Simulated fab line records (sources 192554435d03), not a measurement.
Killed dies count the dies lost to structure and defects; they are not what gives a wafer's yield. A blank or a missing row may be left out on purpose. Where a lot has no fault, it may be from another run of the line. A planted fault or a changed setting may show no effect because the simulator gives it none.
fab line records	flow n5-finfet
record lots=7	wafers=19	last-day=18
route steps=1938 shown BEOL_M11@1561 PASSIVATION@1936
lots that met no fault: taken from a fault-free run of the same line
start-h: hours from the record's first day to the start of the lot's first wafer shown	wait-h: how many hours have passed since the lot's step before this one	" the same as in the row above	L1.1+2: a single row standing in for several wafers	- either no value or no given start	* or withheld: withheld	< > ~ a bound
route shown NAME@n: NAME is a module with steps in the file, n the number in the route of the first one	usual: average and standard deviation across the fault-free wafers	same: alike in all rows	chamber/n: place in a boat	sites: each site's reading	_std_site: standard deviation of those values	_edge_site: inner sites' mean taken away from outer sites' mean	radius-mm: for every site, how far away it sits from the centre of the wafer	mask NAME#n: copy n	behind: the tool/chamber that last shaped the wafer	hold: why the lot went on hold/how many hours it stayed there/how the hold came to an end	device: the n, p or np transistor that did not switch	end of line: tests of these same wafers at the route's end	a step with no rows: only its recipe	killed: the dies lost at the first sort to structure and to defects; this is not the yield of the wafer	map: per-die view of a wafer (x killed, . not killed, _ where there is no die)
set.NAME: setting as actually run; set.NAME@STEP: the setting as run at that earlier step	model.NAME: the simulator's own value behind a step, which no gauge read
lots seen at some steps along the route; tables by step, rows by wafer
services: when a tool's chamber went out of use (start-h, in hours from the record's first day, below 0 if earlier), for how many hours, and the reason
## steps
# step N5_BEOL_M11_COAT_64
# recipe resist=SiARC	temp-c=220	time-s=60	spin-rpm=1500	resist-thk-nm=30
# step N5_BEOL_M11_COAT_22
# recipe resist=CAR-ArF	spin-rpm=1500	resist-thk-nm=90
# step N5_BEOL_M11_EBR_24
# recipe solvent=PGMEA	ebr-width-mm=1.5
# step N5_BEOL_M11_SOFTBAKE_23
# recipe temp-c=110	time-s=60	resist=CAR-ArF
# step N5_BEOL_M11_EXPOSE_25
# recipe mask-id=V10	na=1.35	source-shape=annular	sigma-inner=0.5	sigma-outer=0.8	polarization=unpolarized	dose-mj=85.5
# step N5_BEOL_M11_PEB_26
# recipe peb-temp-c=withheld	peb-time-s=60	resist=CAR-ArF
# step N5_BEOL_M11_DEVELOP_27
# recipe develop-time-s=30	developer=TMAH	resist=CAR-ArF	rinse-liquid=diw	dry=air-spin	dev-temp-c=23
# step N5_BEOL_M11_CD_MEAS_28
# recipe target-cd-nm=70	landing-energy-ev=500	detector=se-inlens	polarity=opening
# usual cd-nm=70.8/1.1
lot.wafer	tool	chamber	start-h	wait-h	cd-nm
L584.1	cd-sem-01	0	234.58	-	71.6
L584.3	"	0	"	"	70.0
L584.4	"	0	"	"	69.4
L591.1	cd-sem-03	0	289.66	-	71.2
L591.2	"	0	"	"	72.4
L591.6	"	0	"	"	72.5
L595.1	cd-sem-02	0	305.91	-	69.9
L595.4	"	0	"	"	70.2
L595.6	"	0	"	"	72.1
L599.1	cd-sem-03	0	340.89	-	69.7
L599.3	"	0	"	"	71.2
L599.5	"	0	"	"	71.4
L603.1	cd-sem-03	0	356.40	-	70.5
L603.5	"	0	"	"	71.2
L601.5	cd-sem-03	0	362.22	-	70.7
L601.6	"	0	"	"	72.8
L604.3	cd-sem-01	0	382.12	-	71.8
L604.4	"	0	"	"	72.3
L604.5	"	0	"	"	71.7
# step N5_BEOL_M11_OVL_MEAS_29
# recipe points-per-wafer=44
# usual V10_OVL=0.0/0.73
lot.wafer	tool	chamber	start-h	wait-h	V10_OVL[nm]
L584.1	overlay-02	0	234.61	0.0	-0.9
L584.3	"	0	"	"	-0.8
L584.4	"	0	"	"	-0.5
L591.1	overlay-01	0	289.69	0.0	0.3
L591.2	"	0	"	"	0.7
L591.6	"	0	"	"	1.2
L595.1	overlay-02	0	305.94	0.0	0.2
L595.4	"	0	"	"	0.4
L595.6	"	0	"	"	0.2
L599.1	overlay-01	0	340.92	0.0	1.2
L599.3	"	0	"	"	1.3
L599.5	"	0	"	"	0.5
L603.1	overlay-02	0	356.43	0.0	0.6
L603.5	"	0	"	"	0.6
L601.5	overlay-02	0	362.25	0.0	-0.9
L601.6	"	0	"	"	-0.1
L604.3	overlay-02	0	382.15	0.0	-0.5
L604.4	"	0	"	"	0.8
L604.5	"	0	"	"	0.7
# step N5_BEOL_M11_INSPECT_30
# recipe mode=adi	inspect-instrument=brightfield
# usual raw-defect-count=395/81
lot.wafer	tool	chamber	start-h	wait-h	raw-defect-count
L584.1	defect-inspect-01	-	234.64	0.0	508
L584.3	"	-	"	"	373
L584.4	"	-	"	"	410
L591.1	defect-inspect-01	-	289.72	0.0	481
L591.2	"	-	"	"	460
L591.6	"	-	"	"	378
L595.1	defect-inspect-01	-	305.97	0.0	461
L595.4	"	-	"	"	391
L595.6	"	-	"	"	326
L599.1	defect-inspect-02	-	340.95	0.0	505
L599.3	"	-	"	"	260
L599.5	"	-	"	"	580
L603.1	defect-inspect-01	-	356.45	0.0	515
L603.5	"	-	"	"	493
L601.5	defect-inspect-01	-	362.27	0.0	439
L601.6	"	-	"	"	340
L604.3	defect-inspect-01	-	382.17	0.0	370
L604.4	"	-	"	"	320
L604.5	"	-	"	"	381
# step N5_BEOL_M11_DESCUM_33
# recipe chemistry=O2	time-s=7.9	source-power-w=50	bias-power-w=20	pressure-mtorr=20	rf-frequency-hz=2.712e+07	temp-c=40	resist=CAR-ArF	o2-flow-sccm=225
# usual drypump-motor-current-A=5.9/0.53	o2-flow-sccm=225.0/0.76	oes-product-au=0.83/0.084	rf-vpp-V=243.1/1.4	showerhead-plenum-p-Torr=2.10/0.074	temp-c=40.01/0.11	throttle-valve-pct=20.37/0.2
# same time-s=7.9
lot.wafer	tool	chamber	start-h	wait-h	drypump-motor-current-A	o2-flow-sccm	oes-product-au	rf-hours-counter-h	rf-vpp-V	showerhead-plenum-p-Torr	temp-c	throttle-valve-pct
L584.1	rie-diel-04	3	234.67	0.0	5.5	224.8	0.91	30	245.2	2.25	39.96	20.19
L584.3	"	2	"	"	5.7	224.8	0.68	257	244.6	2.15	40.01	20.48
L584.4	"	3	"	"	5.5	225.4	0.90	-	245.2	2.25	40.01	20.18
L591.1	rie-diel-02	0	289.75	0.0	5.0	223.3	0.95	23	246.9	2.21	39.95	20.11
L591.2	"	2	"	"	6.8	224.3	0.80	106	243.1	2.10	39.76	20.71
L591.6	"	2	"	"	6.8	226.0	0.80	-	244.1	2.10	39.99	20.70
L595.1	rie-diel-05	0	306.00	0.0	5.5	223.8	0.69	245	245.1	2.14	40.11	20.38
L595.4	"	1	"	"	5.6	225.6	0.75	173	240.9	2.01	40.07	20.39
L595.6	"	3	"	"	6.4	224.5	0.76	-	240.1	2.01	40.00	20.38
L599.1	rie-diel-02	2	340.98	0.0	6.7	225.7	0.78	123	243.0	2.09	39.86	20.72
L599.3	"	1	"	"	6.2	225.1	0.86	46	241.5	2.03	40.03	20.30
L599.5	"	3	"	"	6.4	224.1	0.74	-	242.4	2.07	40.10	20.53
L603.1	rie-diel-02	3	356.48	0.0	6.4	225.4	0.73	208	242.2	2.06	39.99	20.55
L603.5	"	2	"	"	6.7	225.7	0.78	-	242.1	2.09	40.13	20.73
L601.5	rie-diel-02	2	362.32	0.0	6.7	225.1	0.78	-	243.8	2.09	40.06	20.75
L601.6	"	1	"	"	6.2	226.1	0.85	-	242.9	2.03	40.14	20.30
L604.3	rie-diel-05	1	382.20	0.0	5.6	225.5	0.72	202	243.9	2.00	39.89	20.43
L604.4	"	2	"	"	6.5	223.7	0.81	-	241.3	2.04	40.06	20.53
L604.5	"	0	"	"	5.5	226.2	0.93	-	242.5	2.13	39.88	20.00
# step N5_BEOL_M11_ETCH_65
# recipe chemistry=CF4	target=SiARC	target-depth-a=390	mask-material=CAR-ArF	time-s=65	ion-energy-ev=80	pressure-mtorr=40	source-w=545	bias-w=36	Ar_flow_sccm=100	cf4-flow-sccm=100	ends=cleared
# usual drypump-motor-current-A=5.9/0.53	etch-rf-on-time-s=65.4/1.7	oes-product-au=0.70/0.073	rf-vpp-V=184.0/1.2	showerhead-plenum-p-Torr=2.15/0.069	throttle-valve-pct=15.55/0.22
lot.wafer	tool	chamber	start-h	wait-h	drypump-motor-current-A	etch-rf-on-time-s	oes-product-au	rf-hours-counter-h	rf-vpp-V	showerhead-plenum-p-Torr	throttle-valve-pct
L584.1	rie-diel-04	3	234.71	0.0	5.5	64.7	0.77	30	185.9	2.27	15.18
L584.3	"	2	"	"	5.7	63.2	0.59	257	184.2	2.20	15.72
L584.4	"	3	"	"	5.4	65.0	0.77	-	184.5	2.27	15.19
L591.1	rie-diel-02	0	289.79	0.0	5.0	61.8	0.82	23	185.5	2.26	15.31
L591.2	"	2	"	"	6.8	67.7	0.66	107	186.1	2.16	15.94
L591.6	"	2	"	"	6.7	67.5	0.67	-	185.2	2.16	15.95
L595.1	rie-diel-05	0	306.04	0.0	5.4	64.4	0.58	245	183.6	2.19	15.64
L595.4	"	1	"	"	5.6	65.4	0.63	173	183.3	2.06	15.57
L595.6	"	3	"	"	6.4	66.8	0.65	-	183.4	2.05	15.55
L599.1	rie-diel-02	2	341.02	0.0	6.7	67.6	0.66	123	183.5	2.15	15.99
L599.3	"	1	"	"	6.2	67.2	0.71	47	183.3	2.10	15.55
L599.5	"	3	"	"	6.5	66.9	0.62	-	183.4	2.12	15.79
L603.1	rie-diel-02	3	356.52	0.0	6.5	67.5	0.61	208	184.9	2.12	15.81
L603.5	"	2	"	"	6.7	67.4	0.65	-	184.4	2.15	15.99
L601.5	rie-diel-02	2	362.36	0.0	6.8	67.6	0.66	-	184.5	2.15	16.00
L601.6	"	1	"	"	6.2	67.3	0.69	-	181.6	2.10	15.56
L604.3	rie-diel-05	1	382.24	0.0	5.6	66.9	0.60	202	184.7	2.05	15.66
L604.4	"	2	"	"	6.5	66.0	0.69	-	183.0	2.09	15.69
L604.5	"	0	"	"	5.5	65.0	0.80	-	185.0	2.18	15.19
# step N5_BEOL_M11_ETCH_66
# recipe chemistry=N2/H2	target=SOC	target-depth-a=1200	overetch-a=240	mask-material=SiARC	temp-c=40	time-s=180	ion-energy-ev=200	pressure-mtorr=30	source-w=840	bias-w=150	n2-flow-sccm=200	h2-flow-sccm=200
# usual drypump-motor-current-A=5.9/0.53	oes-product-au=0.67/0.065	rf-vpp-V=524.0/2.6	run-length-s=203.5/0.39	showerhead-plenum-p-Torr=2.55/0.085	temp-c=40.03/0.11	throttle-valve-pct=17.76/0.24
lot.wafer	tool	chamber	start-h	wait-h	drypump-motor-current-A	oes-product-au	rf-hours-counter-h	rf-vpp-V	run-length-s	showerhead-plenum-p-Torr	temp-c	throttle-valve-pct	model.SiARC_of_BEOL_M11_COAT_64.thk-nm
L584.1	rie-diel-04	3	234.76	0.0	5.5	0.73	30	527.7	203.6	2.69	40.07	17.22	23.2
L584.3	"	2	"	"	5.7	0.55	257	524.7	203.4	2.60	39.99	17.82	22.6
L584.4	"	3	"	"	5.5	0.72	-	529.3	203.5	2.69	40.09	17.24	23.2
L591.1	rie-diel-02	0	289.84	0.0	5.0	0.75	23	527.6	203.2	2.69	39.92	17.53	22.4
L591.2	"	2	"	"	6.8	0.64	107	525.3	203.3	2.56	39.80	18.11	23.2
L591.6	"	2	"	"	6.8	0.65	-	524.7	202.9	2.56	39.99	18.10	23.4
L595.1	rie-diel-05	0	306.09	0.0	5.4	0.55	245	525.2	203.1	2.61	39.91	17.99	22.8
L595.4	"	1	"	"	5.6	0.60	173	521.2	204.2	2.43	40.00	17.75	23
L595.6	"	3	"	"	6.3	0.62	-	521.9	204.2	2.44	40.19	17.84	23
L599.1	rie-diel-02	2	341.07	0.0	6.7	0.58	123	524.0	236.8	2.55	39.97	18.15	22
L599.3	"	1	"	"	6.2	0.68	47	521.3	203.5	2.48	39.98	17.90	23
L599.5	"	3	"	"	6.5	0.59	-	524.4	203.3	2.52	40.15	17.97	23.2
L603.1	rie-diel-02	3	356.57	0.0	6.5	0.54	208	521.9	237.7	2.52	40.00	17.97	21.6
L603.5	"	2	"	"	6.7	0.63	-	523.5	203.0	2.55	39.84	18.15	23
L601.5	rie-diel-02	2	362.44	0.1	6.7	0.62	-	524.7	203.1	2.55	39.94	18.16	23.4
L601.6	"	1	"	"	6.2	0.61	-	522.1	237.2	2.48	40.15	17.89	21.8
L604.3	rie-diel-05	1	382.29	0.0	5.6	0.58	202	519.7	204.0	2.42	40.21	17.81	23
L604.4	"	2	"	"	6.5	0.66	-	520.8	203.4	2.46	40.00	17.77	23
L604.5	"	0	"	"	5.5	0.75	-	525.5	203.0	2.60	40.24	17.58	22.8
# step N5_BEOL_M11_STRIP_69
# recipe chemistry=N2/H2	temp-c=40	n2-flow-sccm=200	h2-flow-sccm=200	rf-frequency-hz=6e+07
# step N5_PASSIVATION_PROBE_49
# usual defect-limited-yield=91.6/1.6	killed_at_M0_to_M3=31/10	killed_at_M4_up=14/6.3	killed-at-contacts=12/6.1	killed-at-front-end=39/12	killed-at-other=3.7/2.8	killed-dies=100/19	killed-open=66/14	killed-short=33/8.1	sort_bin_5_function=5.0/1.1	sort_bin_6_memory=3.2/0.66	sort_bin_8_speed=0.01/0.077	sort-n-pass=1080/18	sort-yield-pct=91.6/1.6
# same gross-dies=1180	killed-at-back-side=0	sort_bin_4_leakage[%]=0
lot.wafer	tool	chamber	start-h	wait-h	defect-limited-yield[%]	killed_at_M0_to_M3	killed_at_M4_up	killed-at-contacts	killed-at-front-end	killed-at-other	killed-dies	killed-open	killed-short	sort_bin_5_function[%]	sort_bin_6_memory[%]	sort_bin_8_speed[%]	sort-n-pass	sort-yield-pct[%]
L599.1	prober-01	-	382.68	0.0	90.4	27	6	11	66	3	113	78	35	5.6	3.7	0	1067	90.4
# killed by level:class
L599.1 STI_FIN_REVEAL:geometric-particle:open=19 FIN_SAQP:geometric-particle:open=18 MOL_CONTACT_COAG:geometric-particle:open=9 BEOL_M0_SAQP:geometric-particle:short=9 STI_FIN_REVEAL:geometric-particle:short=6 BEOL_M3:geometric-particle:open=6 BEOL_M2:geometric-particle:open=5 GATE_CUT:geometric-particle:open=4
## services
tool	chamber	start-h	hours	kind
rie-diel-04	1	220.95	-	clean
rie-diel-04	1	220.95	-	consumable-replace:focus-ring
rie-diel-04	1	220.95	21.6	scheduled-down
rie-diel-04	1	220.95	21.6	vent-cycle
rie-diel-04	2	265.06	-	clean
rie-diel-04	2	265.06	-	consumable-replace:focus-ring
rie-diel-04	2	265.06	27.9	scheduled-down
rie-diel-04	2	265.06	27.9	vent-cycle
rie-diel-02	0	324.30	6.3	repair
rie-diel-05	0	324.47	-	clean
rie-diel-05	0	324.47	-	consumable-replace:focus-ring
rie-diel-05	0	324.47	21.5	scheduled-down
rie-diel-05	0	324.47	21.5	vent-cycle
## key
first-sign step=N5_BEOL_M11_ETCH_66	reading=run-length-s	direction=up	sigmas=87	usual=*	struck=*
effect none on later readings
model-effect step=N5_BEOL_M11_ETCH_66	value=SiARC_of_BEOL_M11_COAT_64.thk-nm	without=23.2	struck=21.8
met-at N5_BEOL_M11_ETCH_66
struck-wafers L599.1,L601.6,L603.1
onset-between 289.84 341.07
fault kind=process-parameter-drift	tool=rie-diel-02	chamber=-	onset-h=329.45	steps=N5_BEOL_M11_ETCH_66	channel=time-s	offset=*	shape=step	end-h=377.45	scope=struck-wafers-only	acts-in=*	stated=*
